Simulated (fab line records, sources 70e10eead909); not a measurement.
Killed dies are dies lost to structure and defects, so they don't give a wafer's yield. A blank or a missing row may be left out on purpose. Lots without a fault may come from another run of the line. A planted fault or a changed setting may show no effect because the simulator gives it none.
A struck lot beside a sound one | flow nand_harc | 15 steps out of a route of 1302
Sound: wafers L175.2, L175.4, L175.5. Struck: wafers L168.1, L168.4. The cause comes at the end.
At each step with rows: each side's tool, then ch and its chambers, then its first start. Under that, the readings that differ: sound wafers | struck wafers | difference of the means | sigmas: that difference in standard deviations of wafers without a fault.
alike: readings whose means differ by less than 2 such deviations, and words and numbers that are the same on both sides. not compared: withheld readings, readings that some wafer has no value for, bounds like >300 that may hide the same value, and numbers for which the record gives no deviation and whose values overlap.
The two part at a step that has a row with sigmas, a row that says differs or no value, or rows on one side only. Numbers that don't overlap but have no deviation are shown without sigmas and don't part them. A reading that every wafer of one side lacks parts them only if that side has two wafers or more.

NHARC_A_DECK1_JOINT_CMP_02: polishes SiOx.
  sound on cmp-02 ch 0,2,3, day 21 00:42; struck on cmp-04 ch 2,3, day 18 05:13
  alike: motor_current_A, retaining_ring_pressure_frac, slurry_filter_dp_kPa
then, 1 step without rows for these wafers: NHARC_A_DECK1_JOINT_SRD_15.
NHARC_A_DECK1_JOINT_DEP_16: deposits SiO2, target thk 45 nm.
  sound on pecvd-03 ch 0,1, day 21 01:04; struck on pecvd-04 ch 0,2, day 18 05:35
  alike: heater_power_w, rf_fwd_power_W, throttle_valve_pct
NHARC_A_DECK1_JOINT_THK_MEAS_17: measures by ellipsometry.
  sound on film_metro-02, day 21 01:20; struck on film_metro-02, day 18 05:50
  alike: thk_nm
NHARC_A_DECK1_JOINT_INSPECT_05:
  sound on defect_inspect-01, day 21 01:23; struck on defect_inspect-01, day 18 05:52
  alike: raw_defect_count
then, 1 step without rows for these wafers: NHARC_A_ONON_D2_DEP_00 (target thk 1000 nm).
NHARC_A_ONON_D2_THK_MEAS_02: measures by ellipsometry.
  sound on film_metro-01, day 21 01:58; struck on film_metro-02, day 18 06:27
  alike: thk_nm
then, 1 step without rows for these wafers: NHARC_A_ONON_D2_DEP_03 (target thk 1000 nm).
NHARC_A_ONON_D2_THK_MEAS_05: measures by ellipsometry.
  sound on film_metro-02, day 21 02:32; struck on film_metro-01, day 18 07:01
  alike: thk_nm
then, 1 step without rows for these wafers: NHARC_A_ONON_D2_DEP_06 (target thk 1000 nm).
NHARC_A_ONON_D2_THK_MEAS_08: measures by ellipsometry.
  sound on film_metro-01, day 21 03:05; struck on film_metro-01, day 18 07:36
  alike: thk_nm
NHARC_A_ONON_D2_DEP_09: target thk 1000 nm.
  sound on pecvd_onon-04 ch 0, day 21 03:13; struck on pecvd_onon-04 ch 0, day 18 07:40
NHARC_A_ONON_D2_THK_MEAS_11: measures by ellipsometry.
  sound on film_metro-02, day 21 03:40; struck on film_metro-01, day 18 08:11
  reading     | sound       | struck  | difference | sigmas
  thk_nm (nm) | 995 995 996 | 635 634 | -361       | -56
then, 1 step without rows for these wafers: NHARC_A_ONON_D2_DEP_12 (target thk 1000 nm).
-- the record jumps here: 12 days lie between the struck wafers' starts before and after (it left off in module A_ONON_D2 and takes up again in module END, whose first step shown is number 1302 of the route) --
NHARC_END_SORT_01:
  the record has rows for the struck wafers here (prober-02 ch 0, day 30 10:17) and none for the sound ones

WHERE THEY PART
First at NHARC_A_ONON_D2_THK_MEAS_11; last, within this record, at NHARC_END_SORT_01.

WHY: what the simulator had put in
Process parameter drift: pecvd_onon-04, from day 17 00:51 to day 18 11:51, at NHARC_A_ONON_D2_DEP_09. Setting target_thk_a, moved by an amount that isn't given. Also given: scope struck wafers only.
